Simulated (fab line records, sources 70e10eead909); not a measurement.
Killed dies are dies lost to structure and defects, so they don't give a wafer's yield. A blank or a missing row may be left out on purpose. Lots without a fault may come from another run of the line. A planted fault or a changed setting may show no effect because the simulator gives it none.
fab line records | flow nand_harc
record lots=12 wafers=36 last_day=34
route steps=1302 shown A_CHANNEL_HOLE_D1@483 A_CHANNEL_FILL_D1@494 END@1302
lots that met no fault: from a run of the same line without faults
start_h: hours from the record's first day to the start of the lot's first wafer shown | wait_h: hours since the lot's step before | " the same as in the row above | L1.1+2: a row that stands for several wafers | - no value, or no start given | * or withheld: withheld | < > ~ a bound
route shown NAME@n: a module of which the file shows steps, and the number in the route of the first | usual: mean/standard deviation of fault-free wafers | same: alike in all rows | chamber/n: place in a boat | sites: the reading at each site | _std_site: their standard deviation | _edge_site: outer sites' mean less inner sites' | radius_mm: how far each site lies from the wafer's centre | mask NAME#n: copy n | behind: the tool/chamber that last shaped the wafer | hold: why the lot was held/for how many hours/how that ended | device: the transistor (n, p or np) that didn't switch | end of line: the same wafers' tests at the end of the route | a step without rows: its recipe alone | killed: dies lost to structure and defects at the first sort, not the wafer's yield | map: a wafer's dies, x killed, . not, _ none there
set.NAME: the setting as run; set.NAME@STEP: as run at that earlier step | model.NAME: the simulator's own value behind a step, which no gauge read
steps of the route over a sample of lots; a table a step, a row a wafer
services: from which hour (start_h, from the record's first day; less than 0 if before it) a tool's chamber was out of use, for how many hours, and why
## steps
# step NHARC_A_CHANNEL_HOLE_D1_ETCH_44
# recipe target_depth_a=1400 overetch_a=140 time_s=77 ion_energy_ev=100 cf4_flow_sccm=80 o2_flow_sccm=20 ar_flow_sccm=0 rf_w=300 bias_w=100 chemistry=CF4/O2
# usual drypump_motor_current_A=5.8/0.47 oes_ar_750_au=1.000/0.0044 oes_product_au=1.001/0.0085 rf_vpp_V=197.6/1.5 showerhead_plenum_p_Torr=1.33/0.061 throttle_valve_pct=13.399/0.0091
# columns lot.wafer tool chamber start_h wait_h drypump_motor_current_A oes_ar_750_au oes_product_au rf_hours_counter_h rf_vpp_V showerhead_plenum_p_Torr throttle_valve_pct
L918.3 rie_diel-02 0 193.29 0.1 6.2 1.002 0.994 13 193.8 1.25 13.398
L918.6 " 2 " " 5.5 0.997 0.989 - 196.8 1.29 13.411
L918.5 " 3 " " 5.4 1.000 1.002 - 199.9 1.42 13.399
L919.3 rie_diel-11 0 204.14 0.1 6.2 0.999 1.006 43 195.2 1.26 13.388
L919.1 " 1 " " 6.2 0.992 1.001 38 198.0 1.32 13.396
L919.2 " 3 " " 6.1 0.995 0.979 44 196.3 1.37 13.404
L920.2 rie_diel-11 1 217.00 0.1 6.2 1.003 0.992 41 195.8 1.32 13.406
L920.3 " 0 " " 6.2 1.007 0.999 47 195.8 1.26 13.399
L920.6 " 2 " " 6.6 0.993 0.989 - 197.1 1.33 13.388
L921.2 rie_diel-11 3 230.25 0.0 6.1 1.003 0.980 53 197.0 1.37 13.410
L921.4 " 2 " " 6.6 1.001 0.989 47 198.0 1.33 13.404
L921.5 " 0 " " 6.2 1.007 1.005 - 195.1 1.26 13.389
L922.4 rie_diel-13 3 230.59 0.1 5.8 0.994 0.986 21 197.2 1.36 13.378
L922.3 " 1 " " 6.6 1.002 1.013 10 196.0 1.26 13.379
L922.5 " 0 " " 5.1 1.004 1.011 - 198.4 1.34 13.403
L923.3 rie_diel-13 3 251.46 0.1 5.8 1.002 0.991 28 197.1 1.36 13.409
L923.6 " 3 " " 5.8 1.005 0.996 - 198.1 1.36 13.408
L923.5 " 0 " " 5.1 0.995 1.005 - 198.2 1.33 13.397
L925.1 rie_diel-13 3 264.06 0.1 5.8 1.001 0.996 34 199.1 1.36 13.408
L925.6 " 1 " " 6.7 0.999 0.999 - 197.1 1.26 13.404
L925.5 " 2 " " 6.0 0.998 1.013 - 196.7 1.24 13.385
L927.3 rie_diel-02 2 295.63 0.1 5.5 1.011 1.004 7 198.3 1.29 13.392
L927.1 " 1 " " 5.6 0.989 0.999 7 197.2 1.37 13.395
L927.6 " 3 " " 5.4 0.996 1.006 - 199.3 1.42 13.404
L931.4 rie_diel-13 0 334.32 0.1 5.1 0.997 1.014 54 197.3 1.33 13.396
L931.1 " 3 " " 5.8 0.999 0.995 57 199.4 1.36 13.396
L931.5 " 1 " " 6.7 1.004 1.006 - 196.7 1.26 13.397
L938.4 rie_diel-11 3 399.72 0.1 6.1 0.999 0.993 48 196.8 1.35 13.401
L938.3 " 0 " " 6.2 1.006 0.996 47 195.8 1.25 13.405
L938.1 " 2 " " 6.6 1.001 1.011 48 196.5 1.31 13.400
L939.1 rie_diel-13 3 404.19 0.1 5.8 1.003 1.007 12 198.8 1.35 13.401
L939.4 " 1 " " 6.7 1.001 1.007 13 194.7 1.26 13.382
L939.6 " 3 " " 5.8 0.997 1.015 - 198.4 1.35 13.401
L940.1 rie_diel-13 0 423.27 0.1 5.1 1.000 1.004 17 198.1 1.32 13.387
L940.2 " 2 " " 6.0 0.988 1.012 20 199.7 1.44 13.397
L940.5 " 3 " " 5.8 1.005 1.012 - 198.0 1.35 13.407
# step NHARC_A_CHANNEL_FILL_D1_ALD_14
# recipe target_thk_a=25 pulse_time_s=10 ald_cycles=25 temp_c=300 material=SiO2
# usual heater_power_outer_w=266/32 heater_power_w=467/52 precursor_pulse_height_rel=0.999/0.021
# same ald_cycles=25
# columns lot.wafer tool chamber start_h wait_h heater_power_outer_w heater_power_w precursor_pulse_height_rel
L918.3 ald_hk-01 2 203.17 0.0 297 549 0.980
L918.5 " 2 " " 297 550 1.042
L918.6 " 3 " " 225 408 1.021
L919.3 ald_hk-02 0 212.33 0.0 258 417 1.038
L919.2 " 1 " " 292 504 0.972
L919.1 " 3 " " 272 481 1.000
L920.2 ald_hk-01 2 225.21 0.1 292 543 1.022
L920.3 " 3 " " 226 415 0.976
L920.6 " 2 " " 304 540 0.990
L921.4 ald_hk-02 1 238.45 0.0 290 518 1.034
L921.2 " 0 " " 257 421 0.997
L921.5 " 2 " " 270 491 1.023
L922.3 ald_hk-03 2 238.49 0.1 313 557 1.017
L922.4 " 3 " " 219 404 1.011
L922.5 " 1 " " 296 497 0.989
L923.3 ald_hk-01 2 259.68 0.1 310 543 1.010
L923.5 " 1 " " 220 408 0.987
L923.6 " 2 " " 298 541 1.013
L925.1 ald_hk-03 3 272.65 0.0 223 397 1.001
L925.6 " 3 " " 223 386 0.993
L925.5 " 0 " " 281 474 0.998
L927.3 ald_hk-03 2 304.42 0.6 314 559 1.015
L927.1 " 3 " " 220 397 0.996
L927.6 " 2 " " 313 563 1.021
L931.4 ald_hk-02 0 341.52 0.0 259 424 1.007
L931.1 " 2 " " 274 494 0.969
L931.5 " 1 " " 298 514 0.979
L938.1 ald_hk-02 0 407.90 0.0 249 409 0.995
L938.3 " 2 " " 269 478 0.998
L938.4 " 3 " " 266 432 0.996
L939.1 ald_hk-01 2 412.39 0.1 303 554 0.979
L939.4 " 3 " " 268 471 0.964
L939.6 " 2 " " 305 550 0.985
L940.1 ald_hk-01 2 431.49 0.1 301 565 1.048
L940.2 " 3 " " 265 464 0.963
L940.5 " 2 " " 309 550 0.958
# step NHARC_A_CHANNEL_FILL_D1_ALD_15
# recipe target_thk_a=20 pulse_time_s=60 ald_cycles=19 temp_c=630 pressure_torr=2 material=SiNx
# usual chamber_pressure_Torr=2.000/0.0043 precursor_pulse_height_rel=1.000/0.02
# same ald_cycles=19
# columns lot.wafer tool chamber start_h wait_h chamber_pressure_Torr precursor_pulse_height_rel
L918.3 ald_sin_batch-02 0 - - 1.996 0.978
L918.5 " 0 " " 1.995 0.968
L918.6 " 0 " " 1.997 0.983
L919.1 ald_sin_batch-01 0 - - 2.002 0.996
L919.2 " 0 " " 2.000 1.006
L919.3 " 0 " " 1.998 0.952
L920.2 ald_sin_batch-02 0 - - 2.002 1.031
L920.3 " 0 " " 1.992 1.003
L920.6 " 0 " " 1.999 0.996
L921.2 ald_sin_batch-01 0 - - 1.998 1.019
L921.4 " 0 " " 2.000 1.016
L921.5 " 0 " " 1.993 0.989
L922.3 ald_sin_batch-01 0 - - 2.002 1.029
L922.4 " 0 " " 2.001 0.993
L922.5 " 0 " " 2.002 0.971
L923.3 ald_sin_batch-03 0 - - 2.001 0.981
L923.5 " 0 " " 1.994 1.035
L923.6 " 0 " " 1.998 1.013
L925.1 ald_sin_batch-03 0 - - 2.001 0.973
L925.5 " 0 " " 2.003 0.995
L925.6 " 0 " " 2.007 0.990
L927.1 ald_sin_batch-03 0 - - 2.008 1.004
L927.3 " 0 " " 2.003 1.015
L927.6 " 0 " " 1.998 0.997
L931.1 ald_sin_batch-01 0 - - 2.005 0.997
L931.4 " 0 " " 2.002 0.975
L931.5 " 0 " " 2.003 1.019
L938.1 ald_sin_batch-01 0 - - 1.999 0.980
L938.3 " 0 " " 2.001 1.030
L938.4 " 0 " " 2.000 1.005
L939.1 ald_sin_batch-03 0 - - 1.997 0.985
L939.4 " 0 " " 2.000 1.026
L939.6 " 0 " " 2.002 0.996
L940.1 ald_sin_batch-01 0 - - 2.006 0.968
L940.2 " 0 " " 1.999 0.990
L940.5 " 0 " " 2.004 1.016
# step NHARC_A_CHANNEL_FILL_D1_ALD_25
# recipe target_thk_a=600 pulse_time_s=10 ald_cycles=600 temp_c=300 material=SiOx
# usual ald_cycles=600/0 heater_power_outer_w=266/29 heater_power_w=467/50 precursor_pulse_height_rel=1.001/0.021
# columns lot.wafer tool chamber start_h wait_h ald_cycles heater_power_outer_w heater_power_w precursor_pulse_height_rel
L918.3 ald_hk-03 3 235.01 1.9 600 220 401 1.027
L918.5 " 0 " " 600 284 482 0.994
L918.6 " 1 " " 600 298 504 1.022
L919.3 ald_hk-01 0 243.46 0.7 600 223 419 1.023
L919.1 " 1 " " 600 230 417 0.982
L919.2 " 2 " " 600 299 543 0.998
L920.3 ald_hk-02 2 254.84 0.0 600 267 488 0.996
L920.2 " 0 256.06 1.3 600 252 417 0.963
L920.6 " 2 257.28 2.5 600 274 486 0.995
L922.3 ald_hk-01 1 267.24 0.1 600 224 415 0.999
L922.4 " 3 268.48 1.3 600 233 410 0.973
L922.5 " 2 270.33 3.1 600 300 535 0.964
L921.4 ald_hk-02 2 268.44 1.3 600 275 465 1.013
L921.2 " 3 " " 600 274 482 0.985
L921.5 " 0 " " 600 257 420 1.000
L923.3 ald_hk-02 1 296.91 0.7 600 288 504 0.982
L923.6 " 0 298.76 2.5 600 261 413 1.016
L923.5 " 1 " " 600 291 520 1.008
L925.1 ald_hk-02 3 303.61 1.9 600 282 474 0.985
L925.6 " 0 " " 600 255 407 1.017
L925.5 " 1 " " 600 289 522 1.017
L927.3 ald_hk-03 3 334.98 1.3 600 220 398 1.030
L927.1 " 0 " " 600 286 480 1.039
L927.6 " 2 336.83 3.1 600 316 565 0.987
L931.4 ald_hk-01 2 374.76 0.7 600 308 551 1.002
L931.1 " 0 375.99 1.9 600 213 423 0.982
L931.5 " 1 " " 600 234 423 1.002
L938.3 ald_hk-03 2 434.50 0.5 - - - -
L938.4 " 0 435.72 1.7 - - - -
L938.1 " 1 " " - - - -
L939.4 ald_hk-03 2 441.32 0.1 - - - -
L939.1 " 0 442.55 1.3 - - - -
L939.6 " 2 443.78 2.6 - - - -
L940.1 ald_hk-01 1 461.84 0.7 600 239 431 0.986
L940.2 " 2 " " 600 299 568 0.995
L940.5 " 0 463.70 2.5 600 217 417 0.995
# step NHARC_END_SORT_01
# recipe temp_c=25
# usual killed_at_array=55/17 killed_at_other=1.1/1.6 killed_at_periphery=3.8/2.5 killed_dies=60/18 killed_open=3.3/1.9 killed_short=2.5/1.7
# same gross_dies=677
# columns lot.wafer tool chamber start_h wait_h killed_at_array killed_at_other killed_at_periphery killed_dies killed_open killed_short
L938.1 prober-01 0 764.44 2.5 671 5 1 677 6 4
L938.3 prober-01 0 766.06 3.1 667 2 8 677 2 2
L938.4 prober-01 0 766.86 3.4 668 4 5 677 2 0
L939.1 prober-01 0 800.45 2.5 674 0 3 677 3 2
L939.4 prober-01 0 802.80 3.3 676 0 1 677 3 3
L939.6 prober-01 0 804.36 3.9 670 1 6 677 4 3
# killed by level:class
L938.1 A_CHANNEL_FILL_D1:area_ald=606 A_CONTACT:chamber_film_flake=16 A_CHANNEL_HOLE_D2:chamber_film_flake=15 A_CHANNEL_HOLE_D1:chamber_film_flake=14 A_SLIT:chamber_film_flake=11 THIN_TSV:chamber_film_flake=5 A_CHANNEL_FILL_D2:geometric_particle:short=2 A_CHANNEL_FILL_D2:geometric_particle:open=2
L938.3 A_CHANNEL_FILL_D1:area_ald=620 A_CONTACT:chamber_film_flake=13 A_CHANNEL_HOLE_D2:chamber_film_flake=12 A_SLIT:chamber_film_flake=9 A_CHANNEL_HOLE_D1:chamber_film_flake=6 P_M0:chamber_film_flake=5 A_STAIRCASE:chamber_film_flake=3 THIN_TSV:chamber_film_flake=2
L938.4 A_CHANNEL_FILL_D1:area_ald=605 A_CHANNEL_HOLE_D2:chamber_film_flake=20 A_CHANNEL_HOLE_D1:chamber_film_flake=13 A_CONTACT:chamber_film_flake=13 A_SLIT:chamber_film_flake=11 P_M0:chamber_film_flake=4 THIN_TSV:chamber_film_flake=4 A_STAIRCASE:chamber_film_flake=2
L939.1 A_CHANNEL_FILL_D1:area_ald=625 A_SLIT:chamber_film_flake=21 A_CHANNEL_HOLE_D1:chamber_film_flake=12 A_CONTACT:chamber_film_flake=6 A_DECK1_JOINT:chamber_film_flake=3 P_GATE:chamber_film_flake=2 P_M2:geometric_particle:open=1 A_ONON_D1:geometric_particle:open=1
L939.4 A_CHANNEL_FILL_D1:area_ald=615 A_SLIT:chamber_film_flake=36 A_CHANNEL_HOLE_D1:chamber_film_flake=10 A_CONTACT:chamber_film_flake=8 A_ONON_D2:geometric_particle:short=2 A_ONON_D2:geometric_particle:open=1 A_CHANNEL_FILL_D2:geometric_particle:short=1 A_CONTACT:geometric_particle:open=1
L939.6 A_CHANNEL_FILL_D1:area_ald=605 A_SLIT:chamber_film_flake=30 A_CONTACT:chamber_film_flake=15 A_CHANNEL_HOLE_D1:chamber_film_flake=10 P_GATE:chamber_film_flake=5 A_ZERO_WELL:chamber_film_flake=2 P_M0:geometric_particle:short=1 A_SOURCE_PLATE:geometric_particle:open=1
## services
# columns tool chamber start_h hours kind
ald_hk-02 - 175.62 10.0 pm
rie_diel-13 1 176.96 12.6 repair
ald_sin_batch-01 - 191.33 2.2 repair
rie_diel-13 1 200.62 11.4 repair
rie_diel-02 - 216.70 9.0 pm
rie_diel-11 1 218.96 1.8 repair
ald_hk-03 - 222.52 10.0 pm
rie_diel-02 1 253.46 3.1 repair
rie_diel-11 - 258.98 9.0 pm
ald_sin_batch-02 - 266.00 26.0 pm
rie_diel-13 1 277.35 7.3 repair
ald_hk-01 - 296.00 10.0 pm
ald_hk-01 0 296.00 10.0 vent_cycle
ald_hk-01 1 296.00 10.0 vent_cycle
ald_hk-01 2 296.00 10.0 vent_cycle
ald_hk-01 3 296.00 10.0 vent_cycle
ald_hk-01 0 306.00 - clean
ald_hk-01 1 306.00 - clean
rie_diel-13 - 342.35 9.0 pm
rie_diel-11 2 379.91 2.2 repair
rie_diel-02 - 393.70 9.0 pm
ald_hk-03 - 400.52 10.0 pm
rie_diel-11 0 435.20 3.0 repair
rie_diel-11 - 435.99 9.0 pm
## key
first_sign step=NHARC_A_CHANNEL_FILL_D1_ALD_25 reading=tool_record direction=missing
effect step=NHARC_END_SORT_01 reading=killed_at_array direction=up sigmas=35 usual=55 struck=671
more_kills_born_at NHARC_A_CHANNEL_FILL_D1_ALD_25@ald_hk-03=3676
met_at NHARC_A_CHANNEL_FILL_D1_ALD_25
struck_lots L938,L939
later_rows_left_out L938.1,L938.3,L938.4,L939.1,L939.4,L939.6
tester_left_out L938,L939
not_acting_at NHARC_A_CHANNEL_HOLE_D1_ETCH_44,NHARC_A_CHANNEL_FILL_D1_ALD_14,NHARC_A_CHANNEL_FILL_D1_ALD_15
onset_between 334.98 434.50
fault kind=skipped_step_whole tool=ald_hk-03 chamber=- onset_h=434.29 steps=NHARC_A_CHANNEL_FILL_D1_ALD_25 scope=struck_lots_only
# tester_left_out: of these lots the tester's yield and bins aren't shown, on N5 and GAA mostly nor the transistor test; their killed dies are dies lost to structure and defects alone, not to doping, threshold or leakage, so they don't give the yield
# later_rows_left_out: the simulator's readings of these wafers behind a module that went badly wrong aren't trusted and aren't shown, but for the sort
